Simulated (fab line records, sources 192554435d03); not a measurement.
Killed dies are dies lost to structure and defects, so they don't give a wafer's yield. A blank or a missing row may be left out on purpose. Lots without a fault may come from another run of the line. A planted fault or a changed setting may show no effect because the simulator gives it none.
fab line records | flow n5_finfet
record lots=9 wafers=27 last_day=18
route steps=1938 shown SDB@376 HKMG_FIN@395 BEOL_M4@1111 PASSIVATION@1936
lots that met no fault: from a run of the same line without faults
start_h: hours from the record's first day to the start of the lot's first wafer shown | wait_h: hours since the lot's step before | " the same as in the row above | L1.1+2: a row that stands for several wafers | - no value, or no start given | * or withheld: withheld | < > ~ a bound
route shown NAME@n: a module of which the file shows steps, and the number in the route of the first | usual: mean/standard deviation of fault-free wafers | same: alike in all rows | chamber/n: place in a boat | sites: the reading at each site | _std_site: their standard deviation | _edge_site: outer sites' mean less inner sites' | radius_mm: how far each site lies from the wafer's centre | mask NAME#n: copy n | behind: the tool/chamber that last shaped the wafer | hold: why the lot was held/for how many hours/how that ended | device: the transistor (n, p or np) that didn't switch | end of line: the same wafers' tests at the end of the route | a step without rows: its recipe alone | killed: dies lost to structure and defects at the first sort, not the wafer's yield | map: a wafer's dies, x killed, . not, _ none there
set.NAME: the setting as run; set.NAME@STEP: as run at that earlier step | model.NAME: the simulator's own value behind a step, which no gauge read
steps of the route over a sample of lots; a table a step, a row a wafer
services: from which hour (start_h, from the record's first day; less than 0 if before it) a tool's chamber was out of use, for how many hours, and why
## steps
# step N5_SDB_INSPECT_36
# recipe inspect_instrument=darkfield mode=post_cmp
# usual raw_defect_count=38/15
# columns lot.wafer tool chamber start_h wait_h raw_defect_count
L874.2 defect_inspect-01 - 71.41 0.0 20
L874.3 " - " " 30
L874.6 " - " " 12
L875.1 defect_inspect-01 - 74.03 0.0 21
L875.3 " - " " 34
L875.5 " - " " 12
L877.2 defect_inspect-02 - 85.86 0.0 31
L877.3 " - " " 34
L877.6 " - " " 30
L883.1 defect_inspect-02 - 125.41 0.0 43
L883.3 " - " " 67
L883.5 " - " " 26
L884.3 defect_inspect-02 - 126.88 0.0 59
L884.4 " - " " 53
L884.6 " - " " 28
L892.1 defect_inspect-01 - 192.06 0.0 28
L892.2 " - " " 60
L892.3 " - " " 27
L894.3 defect_inspect-02 - 195.16 0.0 42
L894.5 " - " " 26
L894.6 " - " " 24
L896.1 defect_inspect-01 - 202.59 0.0 18
L896.4 " - " " 45
L896.5 " - " " 43
L897.1 defect_inspect-01 - 210.22 0.0 47
L897.3 " - " " 10
L897.6 " - " " 29
# step N5_HKMG_FIN_EXPOSE_46
# recipe mask_id=NDIPOLE na=1.35 source_shape=conventional sigma_outer=0.8 polarization=unpolarized dose_mj=40
# columns lot.wafer tool chamber start_h wait_h mask
L874.2+3+6 arfi_scanner-01 0 72.70 - NDIPOLE#0
L875.1+3+5 arfi_scanner-02 0 75.45 - NDIPOLE#0
L877.2+3+6 arfi_scanner-02 0 87.45 - NDIPOLE#0
L883.1+3+5 arfi_scanner-03 0 127.08 - NDIPOLE#0
L884.3+4+6 arfi_scanner-01 0 128.32 - NDIPOLE#0
L892.1+2+3 arfi_scanner-03 0 193.48 - NDIPOLE#0
L894.3+5+6 arfi_scanner-03 0 196.45 - NDIPOLE#0
L896.1+4+5 arfi_scanner-01 0 204.16 - NDIPOLE#0
L897.1+3+6 arfi_scanner-01 0 211.50 - NDIPOLE#0
# step N5_HKMG_FIN_OVL_MEAS_50
# recipe points_per_wafer=44
# usual NDIPOLE_OVL=0.5/0.86
# columns lot.wafer tool chamber start_h wait_h NDIPOLE_OVL[nm]
L874.2 overlay-02 0 72.85 0.0 0.2
L874.3 " 0 " " 1.6
L874.6 " 0 " " 0.1
L875.1 overlay-01 0 75.60 0.0 0.9
L875.3 " 0 " " 0.6
L875.5 " 0 " " 0.3
L877.2 overlay-02 0 87.60 0.0 1.4
L877.3 " 0 " " 0.4
L877.6 " 0 " " 1.6
L883.1 overlay-01 0 127.24 0.0 -0.8
L883.3 " 0 " " -0.3
L883.5 " 0 " " 0.4
L884.3 overlay-01 0 128.47 0.0 0.9
L884.4 " 0 " " 1.8
L884.6 " 0 " " 1.0
L892.1 overlay-01 0 193.63 0.0 4.4
L892.2 " 0 " " 4.1
L892.3 " 0 " " 3.3
L894.3 overlay-02 0 196.60 0.0 4.7
L894.5 " 0 " " 5.3
L894.6 " 0 " " 3.0
L896.1 overlay-02 0 204.32 0.0 0.1
L896.4 " 0 " " 1.0
L896.5 " 0 " " 0.4
L897.1 overlay-02 0 211.66 0.0 -0.2
L897.3 " 0 " " 0.2
L897.6 " 0 " " -0.9
# step N5_HKMG_FIN_DESCUM_53
# recipe chemistry=O2 time_s=7.9 source_power_w=50 bias_power_w=20 pressure_mtorr=20 rf_frequency_hz=2.712e+07 temp_c=40 resist=CAR-ArF o2_flow_sccm=225
# usual chamber_pressure_mTorr=19.998/0.017 drypump_motor_current_A=5.7/0.44 oes_product_au=0.82/0.098 rf_vpp_V=243.5/1.3 showerhead_plenum_p_Torr=2.11/0.073 throttle_valve_pct=20.30/0.17
# columns lot.wafer tool chamber start_h wait_h chamber_pressure_mTorr drypump_motor_current_A oes_product_au rf_hours_counter_h rf_vpp_V showerhead_plenum_p_Torr throttle_valve_pct
L874.2 rie_diel-04 2 72.90 0.0 20.011 5.8 0.72 204 243.5 2.05 20.38
L874.3 " 0 " " 19.962 5.2 0.68 226 243.4 2.05 20.07
L874.6 " 3 " " 19.983 6.5 0.75 - 243.5 2.18 20.48
L875.1 rie_diel-04 3 75.81 0.2 19.992 6.5 0.75 163 243.2 2.18 20.50
L875.3 " 1 " " 19.997 5.4 1.02 0 243.4 2.15 20.19
L875.5 " 2 " " 19.991 5.8 0.72 - 242.2 2.05 20.40
L877.2 rie_diel-04 2 87.66 0.0 19.990 5.8 0.72 210 243.6 2.05 20.39
L877.3 " 1 " " 19.973 5.3 0.98 4 244.6 2.15 20.21
L877.6 " 1 " " 19.991 5.3 0.98 - 243.4 2.14 20.20
L883.1 rie_diel-05 2 127.30 0.0 19.973 6.6 0.70 222 243.7 2.15 20.67
L883.3 " 0 " " 20.017 5.8 0.96 8 241.8 2.04 20.21
L883.5 " 1 " " 19.991 5.6 0.88 - 242.2 2.05 20.41
L884.3 rie_diel-02 1 128.81 0.3 20.004 5.3 0.89 35 242.5 2.13 20.21
L884.4 " 2 " " 19.996 6.2 0.83 - 244.8 2.22 20.20
L884.6 " 1 " " 19.999 5.3 0.89 - 243.0 2.13 20.23
L892.1 rie_diel-02 3 193.69 0.0 19.986 5.7 0.91 21 242.8 2.13 20.03
L892.2 " 2 " " 19.947 6.2 0.81 83 245.0 2.21 20.23
L892.3 " 0 " " 19.990 5.8 0.71 195 242.2 1.99 20.36
L894.3 rie_diel-02 3 196.74 0.1 20.003 5.7 0.91 22 244.7 2.13 20.01
L894.5 " 2 " " 20.005 6.2 0.81 - 244.2 2.21 20.23
L894.6 " 1 " " 19.995 5.3 0.84 - 243.2 2.12 20.26
L896.1 rie_diel-02 1 204.53 0.2 19.982 5.2 0.83 64 244.5 2.12 20.28
L896.4 " 2 " " 19.974 6.2 0.80 87 244.1 2.21 20.24
L896.5 " 2 " " 19.984 6.2 0.80 - 245.0 2.21 20.25
L897.1 rie_diel-02 2 211.72 0.0 19.992 6.2 0.80 90 247.1 2.21 20.24
L897.3 " 0 " " 20.016 5.8 0.70 203 241.6 1.99 20.39
L897.6 " 0 " " 20.017 5.8 0.73 - 242.1 1.99 20.37
# step N5_HKMG_FIN_ETCH_54
# recipe chemistry=CF4 target=SiARC target_depth_a=455 mask_material=CAR-ArF time_s=75.8 ion_energy_ev=80 pressure_mtorr=40 source_w=545 bias_w=36 Ar_flow_sccm=100 cf4_flow_sccm=100 ends=cleared
# usual cf4_flow_sccm=100.0/0.34 chamber_pressure_mTorr=40.00/0.036 drypump_motor_current_A=5.7/0.43 etch_rf_on_time_s=75.6/1.4 oes_product_au=0.70/0.084 rf_vpp_V=184.4/1.2 showerhead_plenum_p_Torr=2.16/0.07 throttle_valve_pct=15.51/0.21
# columns lot.wafer tool chamber start_h wait_h cf4_flow_sccm chamber_pressure_mTorr drypump_motor_current_A etch_rf_on_time_s oes_product_au rf_hours_counter_h rf_vpp_V showerhead_plenum_p_Torr throttle_valve_pct
L874.2 rie_diel-04 2 72.94 0.0 100.0 40.06 5.7 74.4 0.62 204 184.6 2.12 15.76
L874.3 " 0 " " 100.0 40.02 5.2 76.4 0.58 226 184.1 2.13 15.50
L874.6 " 3 " " 100.1 39.96 6.5 76.4 0.63 - 184.1 2.21 15.57
L875.1 rie_diel-04 3 75.84 0.0 100.0 39.93 6.5 76.3 0.64 163 186.0 2.21 15.60
L875.3 " 1 " " 99.4 40.02 5.4 73.1 0.86 0 184.2 2.18 15.26
L875.5 " 2 " " 100.1 39.98 5.7 73.7 0.62 - 184.3 2.12 15.76
L877.2 rie_diel-04 2 87.70 0.0 100.1 40.00 5.8 73.2 0.62 210 183.6 2.12 15.76
L877.3 " 1 " " 99.8 40.07 5.4 73.1 0.84 4 184.2 2.18 15.29
L877.6 " 1 " " 100.3 40.01 5.4 72.9 0.84 - 184.2 2.18 15.27
L883.1 rie_diel-05 2 127.33 0.0 100.1 40.02 6.5 76.1 0.60 222 185.1 2.21 16.00
L883.3 " 0 " " 100.4 39.99 5.8 73.7 0.81 8 184.9 2.09 15.31
L883.5 " 1 " " 99.6 40.00 5.6 73.6 0.77 - 183.9 2.10 15.52
L884.3 rie_diel-02 1 128.84 0.0 99.9 39.98 5.2 75.6 0.76 35 184.0 2.17 15.40
L884.4 " 2 " " 100.2 39.93 6.2 76.5 0.71 - 185.7 2.24 15.29
L884.6 " 1 " " 99.4 39.99 5.2 76.7 0.76 - 185.2 2.17 15.43
L892.1 rie_diel-02 3 193.72 0.0 99.9 39.96 5.7 76.4 0.76 21 186.2 2.18 15.20
L892.2 " 2 " " 99.7 39.96 6.2 76.5 0.69 83 185.5 2.24 15.36
L892.3 " 0 " " 100.2 39.98 5.8 78.7 0.61 195 182.3 2.04 15.60
L894.3 rie_diel-02 3 196.78 0.0 100.1 40.02 5.7 76.1 0.76 22 184.9 2.18 15.20
L894.5 " 2 " " 100.5 40.03 6.2 75.0 0.70 - 186.2 2.24 15.35
L894.6 " 1 " " 100.4 39.95 5.3 75.1 0.73 - 184.9 2.17 15.46
L896.1 rie_diel-02 1 204.57 0.0 100.4 39.96 5.2 76.6 0.72 64 183.6 2.16 15.47
L896.4 " 2 " " 99.7 39.97 6.2 75.6 0.69 87 185.7 2.24 15.36
L896.5 " 2 " " 99.2 40.05 6.2 76.2 0.68 - 187.2 2.24 15.37
L897.1 rie_diel-02 2 211.75 0.0 100.2 39.97 6.2 76.7 0.68 90 186.2 2.23 15.36
L897.3 " 0 " " 99.4 39.92 5.8 78.3 0.60 203 183.2 2.04 15.62
L897.6 " 0 " " 99.7 40.01 5.8 78.5 0.61 - 183.8 2.04 15.64
# step N5_BEOL_M4_RC_MEAS_101
# usual DIBL_N=36.2/1.6 DIBL_P=36.5/1.9 IOFF_N=0.158/0.027 IOFF_P=0.21/0.038 ION_N=675/12 ION_P=464/8.9 SS_N=71.5/0.61 SS_P=73.4/0.59 VT_N=250.4/3 VT_P=-250/3.6
# columns lot.wafer tool chamber start_h wait_h DIBL_N[mV/V] DIBL_P[mV/V] IOFF_N[nA/um] IOFF_P[nA/um] ION_N[uA/um] ION_P[uA/um] SS_N[mV/dec] SS_P[mV/dec] VT_N[mV] VT_P[mV]
L875.1 prober-01 0 164.40 0.0 37.7 38.5 0.175 0.26 683 474 72.3 74.0 251.0 -247
L875.3 " 0 " " 36.3 36.5 0.146 0.22 676 472 71.1 73.0 251.9 -250
L875.5 " 0 " " 38.5 39.0 0.194 0.27 683 468 72.0 74.1 247.4 -245
L874.2 prober-02 0 167.34 0.2 34.3 35.5 0.138 0.19 668 457 70.9 72.3 252.3 -251
L874.3 " 0 " " 36.1 38.0 0.161 0.24 682 466 71.5 72.9 252.3 -251
L874.6 " 0 " " 36.9 38.7 0.184 0.25 688 465 72.0 73.2 249.9 -246
L877.2 prober-01 0 185.63 0.2 36.9 36.6 0.154 0.22 666 461 72.4 73.5 254.4 -251
L877.3 " 0 " " 38.4 37.3 0.171 0.22 669 461 71.9 74.1 251.4 -252
L877.6 " 0 " " 36.7 35.5 0.148 0.20 670 458 71.7 72.9 253.9 -252
L884.3 prober-01 0 217.45 0.3 35.0 35.7 0.139 0.19 672 468 71.4 73.3 252.1 -252
L884.4 " 0 " " 35.1 35.6 0.144 0.20 683 468 71.3 72.9 252.2 -251
L884.6 " 0 " " 34.2 33.3 0.128 0.17 671 462 70.5 73.1 254.2 -252
L883.1 prober-02 0 218.98 0.0 37.6 38.5 0.184 0.24 698 475 72.1 73.9 245.7 -249
L883.3 " 0 " " 35.8 37.4 0.158 0.22 686 467 71.1 73.5 250.7 -249
L883.5 " 0 " " 35.6 37.4 0.165 0.22 696 477 71.1 73.4 247.4 -248
L892.1 prober-01 0 281.24 0.0 35.9 35.2 0.144 0.20 699 475 71.7 73.5 248.9 -250
L892.2 " 0 " " 37.0 37.2 0.162 0.23 691 467 71.6 74.1 248.4 -251
L892.3 " 0 " " 38.6 40.1 0.212 0.30 705 488 72.1 74.0 245.7 -242
L894.3 prober-02 0 307.86 0.3 38.4 36.8 0.179 0.26 673 468 72.1 73.3 249.6 -247
L894.5 " 0 " " 37.6 36.5 0.163 0.25 666 467 72.0 74.1 249.4 -247
L894.6 " 0 " " 37.1 35.7 0.161 0.22 658 457 72.8 73.2 253.0 -247
L897.1 prober-01 0 313.01 0.0 38.4 38.9 0.223 0.30 690 478 73.0 74.6 246.9 -245
L897.3 " 0 " " 36.2 36.3 0.157 0.23 666 461 71.9 73.7 252.2 -248
L897.6 " 0 " " 36.0 35.3 0.158 0.21 675 461 71.6 72.9 252.8 -252
L896.1 prober-02 0 320.57 0.0 35.0 34.8 0.149 0.22 664 463 71.1 72.8 250.4 -248
L896.4 " 0 " " 34.2 34.5 0.141 0.22 686 482 70.4 73.0 249.9 -248
L896.5 " 0 " " 32.9 33.3 0.116 0.19 666 469 71.3 73.1 252.7 -251
# step N5_PASSIVATION_PROBE_49
# usual defect_limited_yield=91.3/1.7 killed_at_M0_to_M3=33/11 killed_at_M4_up=14/5.5 killed_at_contacts=13/6.5 killed_at_front_end=39/13 killed_at_other=3.4/2.9 killed_dies=103/20 killed_on_rim=14/4.3 killed_open=69/15 killed_short=32/8.1 sort_bin_5_function=5.1/1.1 sort_bin_6_memory=3.3/0.74 sort_bin_8_speed=0.00/0.014 sort_n_pass=1077/20 sort_yield_pct=91.3/1.7
# same gross_dies=1180 killed_at_back_side=0 sort_bin_4_leakage[%]=0
# columns lot.wafer tool chamber start_h wait_h defect_limited_yield[%] killed_at_M0_to_M3 killed_at_M4_up killed_at_contacts killed_at_front_end killed_at_other killed_dies killed_on_rim killed_open killed_short sort_bin_5_function[%] sort_bin_6_memory[%] sort_bin_8_speed[%] sort_n_pass sort_yield_pct[%]
L874.2 prober-01 - 282.57 0.1 89.7 34 17 12 54 4 121 15 86 32 6.2 3.4 0 1059 89.7
L874.3 prober-01 - 282.62 0.1 85.3 44 19 11 94 5 173 27 124 48 9.3 5.0 0 1007 85.3
L874.6 prober-01 - 282.77 0.3 89.8 24 12 10 73 1 120 14 78 42 6.0 3.8 0 1060 89.8
L884.3 prober-02 - 337.82 0.1 91.2 50 18 5 27 4 104 14 62 42 5.3 3.1 0 1076 91.2
L884.4 prober-02 - 337.87 0.2 92.2 44 11 8 28 1 92 11 54 38 4.4 2.7 0 1088 92.2
L884.6 prober-02 - 337.97 0.3 90.9 51 13 10 31 2 107 13 73 34 5.3 3.3 0 1073 90.9
L892.1 prober-02 - 393.78 0.0 92.1 21 17 9 44 2 93 9 64 28 4.5 3.1 0 1087 92.1
L892.2 prober-02 - 393.83 0.1 89.7 35 18 23 42 3 121 23 75 44 5.3 4.6 0 1059 89.7
L892.3 prober-02 - 393.88 0.1 91.5 29 13 20 34 4 100 14 72 27 4.7 3.4 0 1080 91.5
L894.3 prober-02 - 423.97 0.5 90.6 22 29 26 34 0 111 13 79 32 5.5 3.7 0 1069 90.6
L894.5 prober-02 - 424.07 0.6 89.6 29 23 20 46 5 123 19 82 36 5.6 4.2 0 1057 89.6
L894.6 prober-02 - 424.12 0.6 91.6 21 17 17 41 3 99 12 71 27 4.9 3.4 0 1081 91.6
L897.1 prober-02 - 429.53 0.0 92.5 34 18 8 27 2 89 7 64 22 4.1 3.1 0 1091 92.5
L897.3 prober-02 - 429.63 0.1 90.0 37 15 14 48 4 118 19 71 42 5.1 4.6 0 1062 90.0
L897.6 prober-02 - 429.78 0.3 91.3 46 6 5 44 2 103 13 61 40 4.8 3.3 0 1077 91.3
L896.1 prober-02 - 438.29 0.0 92.2 28 11 11 40 2 92 12 63 28 4.5 3.0 0 1088 92.2
L896.4 prober-02 - 438.44 0.2 92.6 21 9 24 32 1 87 14 62 22 4.5 2.7 0 1093 92.6
L896.5 prober-02 - 438.49 0.2 91.5 43 9 13 34 1 100 13 68 28 5.0 3.3 0 1080 91.5
# killed by level:class
L874.2 STI_FIN_REVEAL:geometric_particle:open=18 BEOL_M2:geometric_particle:open=12 MOL_CONTACT_COAG:geometric_particle:open=9 FIN_SAQP:geometric_particle:open=7 FIN_SAQP:geometric_particle:short=7 BEOL_M6:geometric_particle:open=7 DUMMY_GATE:geometric_particle:open=4 BEOL_M3:geometric_particle:open=4
L874.3 STI_FIN_REVEAL:geometric_particle:open=42 FIN_SAQP:geometric_particle:short=17 BEOL_M2:geometric_particle:open=16 FIN_SAQP:geometric_particle:open=14 MOL_CONTACT_COAG:geometric_particle:open=8 BEOL_M0_SAQP:geometric_particle:short=8 BEOL_M0_SAQP:geometric_particle:open=8 BEOL_M4:geometric_particle:open=8
L874.6 STI_FIN_REVEAL:geometric_particle:open=25 FIN_SAQP:geometric_particle:short=11 FIN_SAQP:geometric_particle:open=9 MOL_CONTACT_COAG:geometric_particle:open=9 STI_FIN_REVEAL:geometric_particle:short=6 ILD0:geometric_particle:short=6 BEOL_M1:geometric_particle:open=6 BEOL_M2:geometric_particle:open=6
L884.3 BEOL_M0_SAQP:geometric_particle:short=16 BEOL_M4:geometric_particle:open=11 BEOL_M0_SAQP:geometric_particle:open=10 BEOL_M3:geometric_particle:open=8 ILD0:geometric_particle:short=6 BEOL_M2:geometric_particle:open=6 MOL_CONTACT_COAG:geometric_particle:open=4 BEOL_M2:geometric_particle:short=4
L884.4 BEOL_M0_SAQP:geometric_particle:short=14 BEOL_M3:geometric_particle:open=9 BEOL_M0_SAQP:geometric_particle:open=8 FIN_SAQP:geometric_particle:open=6 BEOL_M1:geometric_particle:open=5 MOL_CONTACT_COAG:geometric_particle:open=4 MOL_CONTACT_COAG:geometric_particle:short=4 STI_FIN_REVEAL:geometric_particle:short=3
L884.6 MOL_CONTACT_COAG:geometric_particle:open=9 BEOL_M3:geometric_particle:open=9 BEOL_M0_SAQP:geometric_particle:open=8 BEOL_M0_SAQP:geometric_particle:short=8 BEOL_M2:geometric_particle:open=8 ILD0:geometric_particle:open=6 BEOL_M3:geometric_particle:short=6 STI_FIN_REVEAL:geometric_particle:open=4
L892.1 FIN_SAQP:geometric_particle:short=10 DUMMY_GATE:geometric_particle:open=10 FIN_SAQP:geometric_particle:open=9 MOL_CONTACT_COAG:geometric_particle:open=7 BEOL_M0_SAQP:geometric_particle:open=7 BEOL_M2:geometric_particle:open=7 BEOL_M4:geometric_particle:open=7 STARTING-WAFER:geometric_particle:short=6
L892.2 MOL_CONTACT_COAG:geometric_particle:open=20 BEOL_M0_SAQP:geometric_particle:short=10 FIN_SAQP:geometric_particle:open=8 FIN_SAQP:geometric_particle:short=8 DUMMY_GATE:geometric_particle:open=8 BEOL_M3:geometric_particle:short=6 BEOL_M2:geometric_particle:open=6 BEOL_M3:geometric_particle:open=5
L892.3 MOL_CONTACT_COAG:geometric_particle:open=18 FIN_SAQP:geometric_particle:open=10 BEOL_M0_SAQP:geometric_particle:short=7 BEOL_M2:geometric_particle:open=7 FIN_SAQP:geometric_particle:short=5 BEOL_M0_SAQP:geometric_particle:open=5 BEOL_M3:geometric_particle:open=5 BEOL_M4:geometric_particle:open=5
L894.3 MOL_CONTACT_COAG:geometric_particle:open=20 BEOL_M4:geometric_particle:open=15 BEOL_M2:geometric_particle:open=7 DUMMY_GATE:geometric_particle:open=6 MOL_CONTACT_COAG:geometric_particle:short=6 FIN_SAQP:geometric_particle:short=5 STI_FIN_REVEAL:geometric_particle:open=5 BEOL_M1:geometric_particle:open=5
L894.5 MOL_CONTACT_COAG:geometric_particle:open=17 BEOL_M4:geometric_particle:open=12 STI_FIN_REVEAL:geometric_particle:open=10 BEOL_M1:geometric_particle:open=8 FIN_SAQP:geometric_particle:short=6 FIN_SAQP:geometric_particle:open=6 BEOL_M2:geometric_particle:open=5 HKMG_FIN:area_etch=5
L894.6 MOL_CONTACT_COAG:geometric_particle:open=11 STI_FIN_REVEAL:geometric_particle:open=10 BEOL_M2:geometric_particle:open=7 FIN_SAQP:geometric_particle:open=6 DUMMY_GATE:geometric_particle:open=6 MOL_CONTACT_COAG:geometric_particle:short=6 BEOL_M0_SAQP:geometric_particle:open=6 BEOL_M8:geometric_particle:open=6
L897.1 BEOL_M4:geometric_particle:open=10 BEOL_M0_SAQP:geometric_particle:open=9 BEOL_M1:geometric_particle:open=7 BEOL_M2:geometric_particle:open=7 MOL_CONTACT_COAG:geometric_particle:open=6 DUMMY_GATE:geometric_particle:open=5 BEOL_M0_SAQP:geometric_particle:short=5 FIN_SAQP:geometric_particle:open=4
L897.3 STI_FIN_REVEAL:geometric_particle:open=14 MOL_CONTACT_COAG:geometric_particle:open=12 BEOL_M4:geometric_particle:open=11 BEOL_M0_SAQP:geometric_particle:short=9 FIN_SAQP:geometric_particle:short=8 BEOL_M0_SAQP:geometric_particle:open=8 BEOL_M2:geometric_particle:short=6 BEOL_M2:geometric_particle:open=5
L897.6 STI_FIN_REVEAL:geometric_particle:open=16 BEOL_M0_SAQP:geometric_particle:open=15 FIN_SAQP:geometric_particle:short=12 BEOL_M0_SAQP:geometric_particle:short=9 BEOL_M2:geometric_particle:open=6 FIN_SAQP:geometric_particle:open=4 STI_FIN_REVEAL:geometric_particle:short=4 BEOL_M1:geometric_particle:short=4
L896.1 STI_FIN_REVEAL:geometric_particle:open=14 MOL_CONTACT_COAG:geometric_particle:open=11 BEOL_M0_SAQP:geometric_particle:short=7 BEOL_M3:geometric_particle:open=7 FIN_SAQP:geometric_particle:short=6 FIN_SAQP:geometric_particle:open=5 BEOL_M4:geometric_particle:open=5 ILD0:geometric_particle:open=4
L896.4 MOL_CONTACT_COAG:geometric_particle:open=23 FIN_SAQP:geometric_particle:open=10 FIN_SAQP:geometric_particle:short=9 BEOL_M2:geometric_particle:open=6 BEOL_M0_SAQP:geometric_particle:open=4 BEOL_M0:geometric_particle:open=4 BEOL_M7:geometric_particle:open=3 STI_FIN_REVEAL:geometric_particle:open=2
L896.5 BEOL_M1:geometric_particle:open=19 FIN_SAQP:geometric_particle:open=10 MOL_CONTACT_COAG:geometric_particle:open=8 BEOL_M0_SAQP:geometric_particle:open=6 FIN_SAQP:geometric_particle:short=5 STI_FIN_REVEAL:geometric_particle:open=5 BEOL_M1:geometric_particle:short=5 BEOL_M3:geometric_particle:open=5
## services
# columns tool chamber start_h hours kind
arfi_scanner-02 - 55.00 4.3 repair
arfi_scanner-03 - 56.00 24.0 pm
arfi_scanner-02 - 59.52 0.8 pm
arfi_scanner-01 - 60.92 1.3 pm
rie_diel-02 3 63.35 3.5 repair
arfi_scanner-02 - 78.58 1.3 pm
rie_diel-02 - 93.56 0.3 repair
rie_diel-02 3 113.81 - clean
rie_diel-02 3 113.81 - consumable_replace:focus_ring
arfi_scanner-01 - 114.65 6.0 pm
arfi_scanner-01 - 131.12 0.8 pm
arfi_scanner-03 - 134.96 1.3 pm
arfi_scanner-03 - 146.59 3.9 pm
rie_diel-04 2 165.46 6.9 repair
arfi_scanner-02 - 167.23 1.0 pm
arfi_scanner-02 - 172.70 3.9 pm
arfi_scanner-01 - 176.08 0.8 repair
arfi_scanner-01 - 182.76 1.0 pm
arfi_scanner-01 - 186.42 1.3 pm
arfi_scanner-02 - 187.31 1.1 repair
arfi_scanner-01 - 192.10 0.3 repair
arfi_scanner-01 - 198.54 4.9 pm
arfi_scanner-02 - 204.05 1.3 pm
arfi_scanner-03 - 207.45 1.0 pm
## key
first_sign step=N5_HKMG_FIN_OVL_MEAS_50 reading=NDIPOLE_OVL direction=up sigmas=4.3 usual=0.5 struck=4.1
effect none on later readings
met_at N5_HKMG_FIN_EXPOSE_46
struck_lots L892,L894
not_acting_at N5_SDB_INSPECT_36,N5_HKMG_FIN_DESCUM_53,N5_HKMG_FIN_ETCH_54
onset_between 127.08 193.48
fault kind=scanner_matching_overlay tool=arfi_scanner-03 chamber=- onset_h=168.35 steps=N5_HKMG_FIN_EXPOSE_46 offset=3.733
